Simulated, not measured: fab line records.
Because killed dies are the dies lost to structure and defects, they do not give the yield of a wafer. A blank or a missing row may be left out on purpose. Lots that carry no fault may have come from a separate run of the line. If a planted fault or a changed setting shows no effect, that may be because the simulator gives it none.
fab line records ; flow nand-harc
record lots=5; wafers=15; last-day=33
route steps=1302 shown THIN_TSV@1275 END@1301
lots that met no fault: taken from a fault-free run of the same line
start-h: hours from the record's opening day to when the first of the lot's shown wafers began ; wait-h: hours from the lot's prior step to this one ; " as in the row above ; L1.1+2: several wafers, shown together as one row ; - no value present, or no start provided ; * or withheld: withheld ; < > ~ a bound
route shown NAME@n: a module of which the file shows steps, and the number in the route of the first ; usual: mean/standard deviation of fault-free wafers ; same: alike in all rows ; chamber/n: place in a boat ; sites: readings site by site ; _std_site: the standard deviation of these ; _edge_site: the outer-site mean with the inner-site mean subtracted ; radius-mm: for every site, how far away it sits from the centre of the wafer ; mask NAME#n: copy n ; behind: the most recent tool/chamber to have shaped the wafer ; hold: cause of the lot's hold/its duration in hours/its outcome ; device: the transistor (n, p or np) that didn't switch ; end of line: at the end of the route, the tests of the same wafers ; where a step has no rows: the recipe by itself ; killed: dies lost to structure and defects at the first sort, not the wafer's yield ; map: per-die view of a wafer (x killed, . not killed, _ where there is no die)
set.NAME: setting as actually run; set.NAME@STEP: the setting as run at that earlier step ; model.NAME: the simulator's own value behind a step, which no gauge read
lots seen at some steps along the route; tables by step, rows by wafer
services: when a tool's chamber went out of use (start-h, in hours from the record's first day, below 0 if earlier), for how many hours, and the reason
## steps
# step NHARC_THIN_TSV_ANNEAL_52
# recipe temp-c=225; time-s=90
# usual anneal-temp-c-max=226.3/0.57; wafer_temp_C_max=225.94/0.23
lot.wafer;tool;chamber;start-h;wait-h;anneal-temp-c-max;wafer_temp_C_max
L076.1;rtp-anneal-01;0;567.30;0.6;226.3;225.98
L076.5;rtp-anneal-01;0;567.30;0.6;226.8;225.83
L076.6;rtp-anneal-01;0;567.30;0.6;226.6;225.88
L079.3;rtp-anneal-02;0;613.44;0.4;225.6;225.99
L079.4;rtp-anneal-02;0;613.44;0.4;225.9;225.90
L079.5;rtp-anneal-02;0;613.44;0.4;225.5;225.66
L080.2;rtp-anneal-01;0;620.19;0.7;226.5;225.71
L080.3;rtp-anneal-01;0;620.19;0.7;226.6;225.92
L080.6;rtp-anneal-01;0;620.19;0.7;226.4;225.88
L087.1;rtp-anneal-02;0;690.54;0.6;225.7;226.26
L087.5;rtp-anneal-02;0;690.54;0.6;225.8;226.15
L087.6;rtp-anneal-02;0;690.54;0.6;226.3;226.20
L097.1;rtp-anneal-02;0;788.11;0.5;225.7;226.18
L097.2;rtp-anneal-02;0;788.11;0.5;225.8;225.99
L097.4;rtp-anneal-02;0;788.11;0.5;226.1;225.95
# step NHARC_THIN_TSV_CMP_21
# recipe t-overpolish-s=30; target-thk-nm=2000
# usual edge-zone-pressure-frac=1.000/0.0047; motor-current-A=12.2/0.86; overpolish-run-s=30.000/0.0085; slurry-filter-dp-kPa=13.49/0.13
# same t-overpolish-s=30
lot.wafer;tool;chamber;start-h;wait-h;edge-zone-pressure-frac;motor-current-A;overpolish-run-s;slurry-filter-dp-kPa
L076.1;cmp-04;2;567.73;-;1.006;12.7;29.996;13.66
L076.5;cmp-04;3;567.73;-;1.001;12.6;29.990;13.54
L076.6;cmp-04;0;567.73;-;1.002;12.8;30.002;13.84
L079.4;cmp-01;0;613.68;-;1.002;12.9;29.989;13.49
L079.3;cmp-01;1;613.68;-;1.002;11.9;29.995;13.40
L079.5;cmp-01;1;613.68;-;0.998;11.6;29.995;13.60
L080.3;cmp-04;2;620.51;-;0.997;12.4;30.006;13.59
L080.2;cmp-04;3;620.51;-;1.003;13.7;29.994;13.36
L080.6;cmp-04;1;620.51;-;1.002;12.7;29.992;13.30
L087.1;cmp-02;2;690.95;-;0.996;11.4;30.000;13.53
L087.6;cmp-02;0;690.95;-;0.996;12.8;29.997;13.61
L087.5;cmp-02;1;690.95;-;1.000;12.9;29.997;13.68
L097.4;cmp-01;0;788.45;-;0.992;12.8;30.002;13.57
L097.1;cmp-01;1;788.45;-;1.009;11.5;29.997;13.30
L097.2;cmp-01;2;788.45;-;1.002;12.1;29.992;13.55
# step NHARC_THIN_TSV_SRD_23
lot.wafer;tool;chamber;start-h;wait-h
L076.5+1+6;wet-bench-10;4,5,6;568.03;0.1
L079.4+5+3;wet-bench-08;0,2,3;614.05;0.0
L080.2+6+3;wet-bench-10;1,4,6;620.85;0.0
L087.1+6+5;wet-bench-08;7,2,3;691.25;0.0
L097.2+4+1;wet-bench-10;7,0,1;788.81;0.0
# step NHARC_THIN_TSV_DEGAS_53
# recipe temp-c=300; time-s=60
# usual heater-power-w=470/34
lot.wafer;tool;chamber;start-h;wait-h;heater-power-w
L076.1;pvd-sputter-01;-;568.14;0.1;459
L076.5;pvd-sputter-01;-;568.14;0.1;450
L076.6;pvd-sputter-01;-;568.14;0.1;531
L079.4;pvd-sputter-02;-;614.13;0.1;476
L079.3;pvd-sputter-02;-;614.13;0.1;437
L079.5;pvd-sputter-02;-;614.13;0.1;464
L080.3;pvd-sputter-02;-;620.97;0.1;468
L080.2;pvd-sputter-02;-;620.97;0.1;466
L080.6;pvd-sputter-02;-;620.97;0.1;475
L087.1;pvd-sputter-02;-;691.34;0.1;472
L087.5;pvd-sputter-02;-;691.34;0.1;472
L087.6;pvd-sputter-02;-;691.34;0.1;443
L097.4;pvd-sputter-02;-;788.91;0.1;458
L097.2;pvd-sputter-02;-;788.91;0.1;471
L097.1;pvd-sputter-02;-;788.91;0.1;453
# step NHARC_THIN_TSV_PRE_CLEAN_54
# recipe time-s=30; temp-c=280; gas=H2/He
# usual heater-power-w=415/32
lot.wafer;tool;chamber;start-h;wait-h;heater-power-w
L076.1;pvd-sputter-01;-;568.18;0.0;466
L076.6;pvd-sputter-01;-;568.18;0.0;469
L076.5;pvd-sputter-01;-;568.18;0.0;454
L079.4;pvd-sputter-02;-;614.21;0.1;403
L079.3;pvd-sputter-02;-;614.21;0.1;412
L079.5;pvd-sputter-02;-;614.21;0.1;414
L080.3;pvd-sputter-02;-;621.06;0.1;424
L080.2;pvd-sputter-02;-;621.06;0.1;415
L080.6;pvd-sputter-02;-;621.06;0.1;376
L087.1;pvd-sputter-02;-;691.46;0.1;384
L087.6;pvd-sputter-02;-;691.46;0.1;408
L087.5;pvd-sputter-02;-;691.46;0.1;413
L097.4;pvd-sputter-02;-;788.98;0.1;374
L097.2;pvd-sputter-02;-;788.98;0.1;420
L097.1;pvd-sputter-02;-;788.98;0.1;406
# step NHARC_THIN_TSV_PVD_55
# recipe target-thk-a=500; material=TiN
lot.wafer;tool;chamber;start-h;wait-h
L076.1+5+6;pvd-sputter-01;-;568.32;0.1
L079.3+4+5;pvd-sputter-02;-;614.28;0.1
L080.2+3+6;pvd-sputter-02;-;621.16;0.1
L087.1+6+5;pvd-sputter-02;-;691.58;0.1
L097.2+1+4;pvd-sputter-02;-;789.06;0.0
# step NHARC_THIN_TSV_PVD_24
# recipe target-thk-a=8000; power-w=withheld; chamber-pressure-pa=withheld; substrate-temp-c=withheld; time-s=withheld; gas=Ar; material=Al
lot.wafer;tool;chamber;start-h;wait-h
L076.1+6+5;pvd-sputter-01;-;568.46;0.1
L079.4+3+5;pvd-sputter-02;-;614.43;0.1
L080.2+3+6;pvd-sputter-02;-;621.38;0.2
L087.1+5+6;pvd-sputter-02;-;691.73;0.1
L097.1+4+2;pvd-sputter-02;-;789.21;0.1
# step NHARC_THIN_TSV_DEHYDRATE_25
# recipe temp-c=150; time-s=120
lot.wafer;tool;chamber;start-h;wait-h
L076.1+5+6;litho-track-02;0;568.82;-
L079.3+4+5;litho-track-07;0;614.85;-
L080.2+3+6;litho-track-07;0;621.69;-
L087.1+5+6;litho-track-02;0;692.11;-
L097.1+2+4;litho-track-07;0;789.62;-
# step NHARC_THIN_TSV_HMDS_26
# recipe time-s=30
lot.wafer;tool;chamber;start-h;wait-h
L076.1+5+6;litho-track-02;0;-;-
L079.3+4+5;litho-track-07;0;-;-
L080.2+3+6;litho-track-07;0;-;-
L087.1+5+6;litho-track-02;0;-;-
L097.1+2+4;litho-track-07;0;-;-
# step NHARC_THIN_TSV_COAT_27
# recipe spin-rpm=*
# usual spin-speed-rpm=*
lot.wafer;tool;chamber;start-h;wait-h;spin-speed-rpm
L076.1;litho-track-02;0;-;-;*
L076.5;litho-track-02;0;-;-;*
L076.6;litho-track-02;0;-;-;*
L079.3;litho-track-07;0;-;-;*
L079.4;litho-track-07;0;-;-;*
L079.5;litho-track-07;0;-;-;*
L080.2;litho-track-07;0;-;-;*
L080.3;litho-track-07;0;-;-;*
L080.6;litho-track-07;0;-;-;*
L087.1;litho-track-02;0;-;-;*
L087.5;litho-track-02;0;-;-;*
L087.6;litho-track-02;0;-;-;*
L097.1;litho-track-07;0;-;-;*
L097.2;litho-track-07;0;-;-;*
L097.4;litho-track-07;0;-;-;*
# step NHARC_THIN_TSV_SOFTBAKE_28
# recipe temp-c=122; time-s=95
lot.wafer;tool;chamber;start-h;wait-h
L076.1+5+6;litho-track-02;0;-;-
L079.3+4+5;litho-track-07;0;-;-
L080.2+3+6;litho-track-07;0;-;-
L087.1+5+6;litho-track-02;0;-;-
L097.1+2+4;litho-track-07;0;-;-
# step NHARC_THIN_TSV_EBR_29
lot.wafer;tool;chamber;start-h;wait-h
L076.1+5+6;litho-track-02;0;-;-
L079.3+4+5;litho-track-07;0;-;-
L080.2+3+6;litho-track-07;0;-;-
L087.1+5+6;litho-track-02;0;-;-
L097.1+2+4;litho-track-07;0;-;-
# step NHARC_THIN_TSV_EXPOSE_30
# recipe na=0.55; dose-mj=11.47; mask-id=PAD
lot.wafer;tool;chamber;start-h;wait-h;mask
L076.1+5+6;krf-scanner-04;0;568.97;-;PAD#0
L079.3+4+5;krf-scanner-04;0;615.13;-;PAD#0
L080.2+3+6;krf-scanner-04;0;621.84;-;PAD#0
L087.1+5+6;krf-scanner-03;0;692.38;-;PAD#0
L097.1+2+4;krf-scanner-03;0;789.89;-;PAD#0
# step NHARC_THIN_TSV_PEB_31
# recipe peb-temp-c=118; peb-time-s=85
lot.wafer;tool;chamber;start-h;wait-h
L076.1+5+6;litho-track-07;0;569.03;0.1
L079.3+4+5;litho-track-07;0;615.19;0.1
L080.2+3+6;litho-track-05;0;621.90;0.1
L087.1+5+6;litho-track-07;0;692.44;0.1
L097.1+2+4;litho-track-07;0;789.96;0.1
# step NHARC_THIN_TSV_DEVELOP_32
# recipe time-s=70
lot.wafer;tool;chamber;start-h;wait-h
L076.1+5+6;litho-track-07;0;-;-
L079.3+4+5;litho-track-07;0;-;-
L080.2+3+6;litho-track-05;0;-;-
L087.1+5+6;litho-track-07;0;-;-
L097.1+2+4;litho-track-07;0;-;-
# step NHARC_THIN_TSV_CD_MEAS_33
# recipe target-cd-nm=5000; landing-energy-ev=500
# usual cd-nm=4999.4/1.3
lot.wafer;tool;chamber;start-h;wait-h;cd-nm
L076.1;cd-sem-03;0;569.12;-;5000.6
L076.5;cd-sem-03;0;569.12;-;5000.2
L076.6;cd-sem-03;0;569.12;-;4998.8
L079.3;cd-sem-02;0;615.28;-;4999.5
L079.4;cd-sem-02;0;615.28;-;4999.1
L079.5;cd-sem-02;0;615.28;-;4999.3
L080.2;cd-sem-01;0;621.99;-;4998.6
L080.3;cd-sem-01;0;621.99;-;4998.0
L080.6;cd-sem-01;0;621.99;-;4998.0
L087.1;cd-sem-02;0;692.53;-;4998.5
L087.5;cd-sem-02;0;692.53;-;4997.8
L087.6;cd-sem-02;0;692.53;-;5000.2
L097.1;cd-sem-02;0;790.05;-;5001.4
L097.2;cd-sem-02;0;790.05;-;5000.4
L097.4;cd-sem-02;0;790.05;-;5000.3
# step NHARC_THIN_TSV_HARDBAKE_34
# recipe temp-c=125; time-s=80
lot.wafer;tool;chamber;start-h;wait-h
L076.1+5+6;litho-track-05;0;569.20;-
L079.3+4+5;litho-track-07;0;615.36;-
L080.2+3+6;litho-track-05;0;622.07;-
L087.1+5+6;litho-track-07;0;692.61;-
L097.1+2+4;litho-track-02;0;790.13;-
# step NHARC_THIN_TSV_DESCUM_35
# recipe time-s=3; o2-flow-sccm=200; ar-flow-sccm=0; bias-power-w=0; chemistry=O2
# usual drypump-motor-current-A=5.6/0.4; oes-product-au=1.000/0.0088; rf-vpp-V=57.8/0.76; showerhead-plenum-p-Torr=1.92/0.098; throttle-valve-pct=11.311/0.0077
lot.wafer;tool;chamber;start-h;wait-h;drypump-motor-current-A;oes-product-au;rf-hours-counter-h;rf-vpp-V;showerhead-plenum-p-Torr;throttle-valve-pct
L076.1;rie-diel-05;3;569.30;-;6.0;0.973;9.6;56.8;1.78;11.315
L076.5;rie-diel-05;2;569.30;-;5.8;0.987;-;57.9;2.02;11.312
L076.6;rie-diel-05;3;569.30;-;6.0;0.980;-;57.3;1.78;11.317
L079.3;rie-diel-08;0;615.45;-;5.9;0.996;3.8;56.7;1.85;11.321
L079.4;rie-diel-08;2;615.45;-;6.1;0.997;4.2;58.2;1.80;11.315
L079.5;rie-diel-08;0;615.45;-;5.9;0.996;-;57.6;1.85;11.304
L080.3;rie-diel-01;1;622.15;-;5.2;1.004;3.5;58.6;1.99;11.305
L080.2;rie-diel-01;3;622.15;-;5.1;0.996;3.5;57.7;1.99;11.307
L080.6;rie-diel-01;3;622.15;-;5.1;1.003;-;58.6;1.99;11.313
L087.1;rie-diel-01;2;692.69;-;6.2;1.003;5.6;55.9;1.82;11.306
L087.6;rie-diel-01;2;692.69;-;6.2;1.000;-;57.9;1.82;11.316
L087.5;rie-diel-01;3;692.69;-;5.2;1.004;-;57.7;1.99;11.308
L097.2;rie-diel-01;3;790.21;-;5.1;1.014;1.5;58.2;1.99;11.307
L097.4;rie-diel-01;0;790.21;-;4.9;1.028;1.6;59.0;2.05;11.320
L097.1;rie-diel-01;1;790.21;-;5.2;1.017;1.6;56.9;1.98;11.317
# step NHARC_THIN_TSV_ETCH_59
# recipe target-depth-a=8800; icp-w=900; bias-w=100; Cl2_flow_sccm=60; bcl3-flow-sccm=30; time-s=138.1; chemistry=Cl2/BCl3
# usual drypump-motor-current-A=5.7/0.46; oes-product-au=0.999/0.0067; throttle-valve-pct=22.265/0.0099
lot.wafer;tool;chamber;start-h;wait-h;drypump-motor-current-A;oes-product-au;rf-hours-counter-h;throttle-valve-pct
L076.1;rie-metal-03;1;569.41;0.1;6.4;1.001;1.0;22.264
L076.5;rie-metal-03;1;569.41;0.1;6.4;1.004;-;22.270
L076.6;rie-metal-03;0;569.41;0.1;5.1;0.999;-;22.271
L079.4;rie-metal-01;1;615.63;0.1;5.3;0.989;-;22.261
L079.3;rie-metal-01;0;615.63;0.1;5.6;1.005;-;22.271
L079.5;rie-metal-01;0;615.63;0.1;5.6;1.006;-;22.282
L080.2;rie-metal-01;0;622.34;0.1;5.6;1.003;0.5;22.258
L080.3;rie-metal-01;1;622.34;0.1;5.3;1.006;-;22.260
L080.6;rie-metal-01;0;622.34;0.1;5.6;0.999;-;22.274
L087.1;rie-metal-03;1;692.86;0.2;6.4;0.996;3.2;22.251
L087.6;rie-metal-03;0;692.86;0.2;5.1;0.999;-;22.264
L087.5;rie-metal-03;1;692.86;0.2;6.4;0.999;-;22.257
L097.1;rie-metal-03;1;790.34;0.1;6.4;1.006;2.0;22.253
L097.2;rie-metal-03;0;790.34;0.1;5.1;1.011;1.6;22.284
L097.4;rie-metal-03;1;790.34;0.1;6.4;1.002;-;22.264
# step NHARC_THIN_TSV_ETCH_36
# recipe target-depth-a=650; over-etch-frac=0.3; time-s=18.571; ion-energy-ev=150; chemistry=Cl2/BCl3
# usual drypump-motor-current-A=5.7/0.46; oes-product-au=0.998/0.0073
# same over-etch-frac=0.3
lot.wafer;tool;chamber;start-h;wait-h;drypump-motor-current-A;oes-product-au;rf-hours-counter-h
L076.1;rie-metal-03;1;569.67;0.2;6.4;0.995;1.1
L076.5;rie-metal-03;1;569.67;0.2;6.4;1.003;-
L076.6;rie-metal-03;0;569.67;0.2;5.1;1.000;-
L079.4;rie-metal-01;1;615.83;0.2;5.3;1.005;-
L079.3;rie-metal-01;0;615.83;0.2;5.6;1.002;-
L079.5;rie-metal-01;0;615.83;0.2;5.6;1.002;-
L080.2;rie-metal-01;0;622.57;0.2;5.6;1.001;0.6
L080.3;rie-metal-01;0;622.57;0.2;5.6;1.002;-
L080.6;rie-metal-01;0;622.57;0.2;5.6;1.004;-
L087.1;rie-metal-03;0;693.08;0.2;5.1;0.987;3.4
L087.5;rie-metal-03;0;693.08;0.2;5.1;0.985;-
L087.6;rie-metal-03;1;693.08;0.2;6.4;0.984;-
L097.1;rie-metal-03;1;790.60;0.2;6.4;1.004;2.2
L097.2;rie-metal-03;0;790.60;0.2;5.1;1.008;1.7
L097.4;rie-metal-03;1;790.60;0.2;6.4;1.005;-
# step NHARC_THIN_TSV_STRIP_56
# recipe power-w=1500; temp-c=250; chemistry=O2
# usual drypump-motor-current-A=6.08/0.18; heater-power-w=299/23
lot.wafer;tool;chamber;start-h;wait-h;drypump-motor-current-A;heater-power-w;rf-hours-counter-h
L076.1;plasma-asher-01;0;569.82;0.1;6.03;323;9
L076.5;plasma-asher-01;1;569.82;0.1;6.13;280;-
L076.6;plasma-asher-01;0;569.82;0.1;6.06;323;-
L079.3;plasma-asher-01;0;616.01;0.2;5.99;328;-
L079.4;plasma-asher-01;1;616.01;0.2;6.18;282;-
L079.5;plasma-asher-01;0;616.01;0.2;6.01;316;-
L080.2;plasma-asher-01;1;622.71;0.1;6.17;283;20
L080.3;plasma-asher-01;1;622.71;0.1;6.16;279;-
L080.6;plasma-asher-01;1;622.71;0.1;6.14;283;-
L087.1;plasma-asher-01;0;693.23;0.1;6.01;326;33
L087.5;plasma-asher-01;1;693.23;0.1;6.17;284;-
L087.6;plasma-asher-01;0;693.23;0.1;6.02;325;-
L097.2;plasma-asher-02;1;790.70;0.1;5.76;270;0
L097.1;plasma-asher-02;0;790.70;0.1;6.35;280;0
L097.4;plasma-asher-02;0;790.70;0.1;6.32;288;-
# step NHARC_THIN_TSV_STRIP_57
# recipe time-s=1200; temp-c=72.5; chemistry=post-etch-residue-remover
# usual bath-guard-temp-C=72.5/0.5
lot.wafer;tool;chamber;start-h;wait-h;bath-guard-temp-C
L076.1;wet-bench-10;4;570.12;0.3;72.2
L076.6;wet-bench-10;6;570.12;0.3;73.2
L076.5;wet-bench-10;0;570.12;0.3;72.2
L079.4;wet-bench-08;6;616.30;0.2;71.6
L079.3;wet-bench-08;7;616.30;0.2;72.6
L079.5;wet-bench-08;0;616.30;0.2;72.7
L080.2;wet-bench-08;1;623.02;0.3;71.6
L080.6;wet-bench-08;2;623.02;0.3;72.3
L080.3;wet-bench-08;4;623.02;0.3;72.4
L087.5;wet-bench-08;2;693.53;0.1;72.6
L087.1;wet-bench-08;5;693.53;0.1;72.4
L087.6;wet-bench-08;6;693.53;0.1;71.7
L097.4;wet-bench-10;2;791.05;0.2;72.2
L097.2;wet-bench-10;3;791.05;0.2;72.0
L097.1;wet-bench-10;6;791.05;0.2;72.8
# step NHARC_THIN_TSV_CD_MEAS_37
# usual cd-nm=4997.9/2.3
lot.wafer;tool;chamber;start-h;wait-h;cd-nm
L076.1;cd-sem-01;-;570.56;-;4997.6
L076.5;cd-sem-01;-;570.56;-;4998.4
L076.6;cd-sem-01;-;570.56;-;4997.8
L079.3;cd-sem-01;-;616.72;-;4995.6
L079.4;cd-sem-01;-;616.72;-;4995.9
L079.5;cd-sem-01;-;616.72;-;4997.0
L080.2;cd-sem-02;-;623.46;-;4994.9
L080.3;cd-sem-02;-;623.46;-;4994.4
L080.6;cd-sem-02;-;623.46;-;4994.7
L087.1;cd-sem-03;-;693.98;-;4997.7
L087.5;cd-sem-03;-;693.98;-;4997.4
L087.6;cd-sem-03;-;693.98;-;5000.5
L097.1;cd-sem-03;-;791.51;-;4998.0
L097.2;cd-sem-03;-;791.51;-;4996.4
L097.4;cd-sem-03;-;791.51;-;4996.2
# step NHARC_THIN_TSV_ANNEAL_58
# recipe temp-c=400; time-s=1800
# usual zone-power-upper-pct=4.20/0.12
lot.wafer;tool;chamber;start-h;wait-h;zone-power-upper-pct
L076.1;furnace-05;0;572.72;2.1;4.09
L076.5;furnace-05;0;572.72;2.1;4.00
L076.6;furnace-05;0;572.72;2.1;3.98
L079.3;furnace-02;0;619.88;3.2;4.17
L079.4;furnace-02;0;619.88;3.2;4.12
L079.5;furnace-02;0;619.88;3.2;4.19
L080.2;furnace-03;0;628.14;4.7;4.42
L080.3;furnace-03;0;628.14;4.7;4.37
L080.6;furnace-03;0;628.14;4.7;4.38
L087.1;furnace-03;0;697.19;3.2;4.38
L087.5;furnace-03;0;697.19;3.2;4.33
L087.6;furnace-03;0;697.19;3.2;4.34
L097.1;furnace-02;0;794.66;3.1;4.17
L097.2;furnace-02;0;794.66;3.1;4.17
L097.4;furnace-02;0;794.66;3.1;4.12
# step NHARC_THIN_TSV_INSPECT_40
# usual raw-defect-count=550/110
lot.wafer;tool;chamber;start-h;wait-h;raw-defect-count
L076.1;defect-inspect-02;-;574.15;0.4;557
L076.5;defect-inspect-02;-;574.15;0.4;556
L076.6;defect-inspect-02;-;574.15;0.4;605
L079.3;defect-inspect-01;-;621.32;0.4;407
L079.4;defect-inspect-01;-;621.32;0.4;412
L079.5;defect-inspect-01;-;621.32;0.4;500
L080.2;defect-inspect-01;-;629.59;0.4;821
L080.3;defect-inspect-01;-;629.59;0.4;561
L080.6;defect-inspect-01;-;629.59;0.4;798
L087.1;defect-inspect-02;-;698.62;0.4;599
L087.5;defect-inspect-02;-;698.62;0.4;579
L087.6;defect-inspect-02;-;698.62;0.4;552
L097.1;defect-inspect-02;-;796.11;0.4;410
L097.2;defect-inspect-02;-;796.11;0.4;533
L097.4;defect-inspect-02;-;796.11;0.4;464
# step NHARC_END_WLT_00
# usual VT_DECK1_BOTTOM=0.870/0.0061; VT_DECK1_BOTTOM_INNER=0.871/0.0065; VT_DECK1_MEDIAN_NEAR_BOTTOM=0.871/0.0066; VT_DECK1_MEDIAN_NEAR_BOTTOM_INNER=0.871/0.0061; VT_DECK1_MIDDLE=0.884/0.006; VT_DECK1_MIDDLE_INNER=0.884/0.0067; VT_DECK1_TOP=0.895/0.0068; VT_DECK1_TOP_INNER=0.895/0.0065; VT_DECK2_BOTTOM=0.873/0.0075; VT_DECK2_BOTTOM_INNER=0.872/0.0079; VT_DECK2_MEDIAN_NEAR_BOTTOM=0.874/0.0076; VT_DECK2_MEDIAN_NEAR_BOTTOM_INNER=0.874/0.0073; VT_DECK2_MIDDLE=0.886/0.0079; VT_DECK2_MIDDLE_INNER=0.886/0.007; VT_DECK2_TOP=0.898/0.0081; VT_DECK2_TOP_INNER=0.898/0.0083
lot.wafer;tool;chamber;start-h;wait-h;VT_DECK1_BOTTOM;VT_DECK1_BOTTOM_INNER;VT_DECK1_MEDIAN_NEAR_BOTTOM;VT_DECK1_MEDIAN_NEAR_BOTTOM_INNER;VT_DECK1_MIDDLE;VT_DECK1_MIDDLE_INNER;VT_DECK1_TOP;VT_DECK1_TOP_INNER;VT_DECK2_BOTTOM;VT_DECK2_BOTTOM_INNER;VT_DECK2_MEDIAN_NEAR_BOTTOM;VT_DECK2_MEDIAN_NEAR_BOTTOM_INNER;VT_DECK2_MIDDLE;VT_DECK2_MIDDLE_INNER;VT_DECK2_TOP;VT_DECK2_TOP_INNER
L076.1;prober-02;-;574.21;0.1;0.878;0.871;0.879;0.879;0.881;0.887;0.895;0.895;0.879;0.875;0.879;0.869;0.886;0.881;0.901;0.897
L076.5;prober-02;-;576.17;2.0;0.876;0.875;0.871;0.873;0.890;0.884;0.898;0.894;0.870;0.870;0.879;0.875;0.887;0.884;0.897;0.893
L076.6;prober-02;-;576.17;2.0;0.873;0.874;0.870;0.869;0.887;0.890;0.898;0.897;0.874;0.863;0.867;0.873;0.884;0.884;0.898;0.897
L079.3;prober-02;-;622.39;1.1;0.868;0.870;0.870;0.870;0.878;0.889;0.893;0.892;0.863;0.860;0.868;0.868;0.872;0.878;0.896;0.897
L079.4;prober-02;-;622.39;1.1;0.867;0.870;0.873;0.873;0.885;0.895;0.903;0.891;0.866;0.862;0.860;0.861;0.877;0.877;0.883;0.890
L079.5;prober-02;-;622.39;1.1;0.870;0.872;0.874;0.867;0.884;0.884;0.894;0.892;0.865;0.864;0.870;0.868;0.873;0.878;0.890;0.890
L080.2;prober-01;-;630.13;0.5;0.868;0.866;0.866;0.859;0.878;0.883;0.898;0.897;0.864;0.869;0.876;0.871;0.885;0.879;0.904;0.903
L080.3;prober-01;-;630.13;0.5;0.863;0.869;0.866;0.878;0.879;0.878;0.892;0.888;0.879;0.875;0.872;0.875;0.882;0.885;0.903;0.896
L080.6;prober-01;-;632.13;2.5;0.866;0.860;0.871;0.870;0.880;0.876;0.892;0.893;0.870;0.876;0.877;0.867;0.887;0.888;0.907;0.901
L087.1;prober-01;-;698.67;0.0;0.870;0.866;0.869;0.869;0.882;0.880;0.884;0.888;0.873;0.877;0.872;0.874;0.882;0.889;0.895;0.901
L087.5;prober-01;-;700.69;2.1;0.863;0.867;0.872;0.865;0.876;0.869;0.886;0.884;0.874;0.873;0.869;0.879;0.878;0.888;0.901;0.895
L087.6;prober-01;-;700.69;2.1;0.868;0.870;0.867;0.873;0.876;0.874;0.891;0.893;0.873;0.878;0.878;0.877;0.885;0.882;0.894;0.890
L097.1;prober-02;-;796.17;0.1;0.860;0.872;0.865;0.857;0.889;0.878;0.897;0.895;0.883;0.881;0.878;0.886;0.899;0.891;0.904;0.913
L097.2;prober-02;-;796.17;0.1;0.864;0.865;0.863;0.867;0.880;0.875;0.899;0.901;0.888;0.888;0.889;0.885;0.891;0.895;0.905;0.907
L097.4;prober-02;-;797.67;1.6;0.871;0.864;0.863;0.865;0.887;0.875;0.894;0.891;0.880;0.882;0.882;0.882;0.899;0.892;0.909;0.907
## services
tool;chamber;start-h;hours;kind
rtp-anneal-02;-;546.89;1.3;repair
pvd-sputter-01;-;553.21;1.1;repair
rie-diel-01;-;557.80;9.0;pm
krf-scanner-04;-;565.76;0.4;repair
rie-metal-01;-;575.00;9.0;pm
litho-track-02;-;577.01;7.0;pm
pvd-sputter-01;-;582.00;10.0;pm
litho-track-07;-;601.00;7.0;pm
plasma-asher-01;-;602.91;4.3;repair
pvd-sputter-02;-;626.80;3.5;repair
pvd-sputter-01;-;634.66;4.1;repair
wet-bench-08;-;646.40;8.0;pm
litho-track-05;-;649.00;7.0;pm
pvd-sputter-02;-;658.26;10.0;pm
wet-bench-10;-;663.20;8.0;pm
rie-metal-03;-;696.00;9.0;pm
plasma-asher-01;-;696.17;9.0;pm
rie-metal-03;0;725.84;2.3;repair
pvd-sputter-01;-;741.89;9.3;repair
wet-bench-08;-;747.02;3.9;repair
rie-metal-01;-;752.00;9.0;pm
litho-track-02;-;752.01;7.0;pm
pvd-sputter-01;-;760.00;10.0;pm
litho-track-07;-;776.00;7.0;pm
## key
fault none
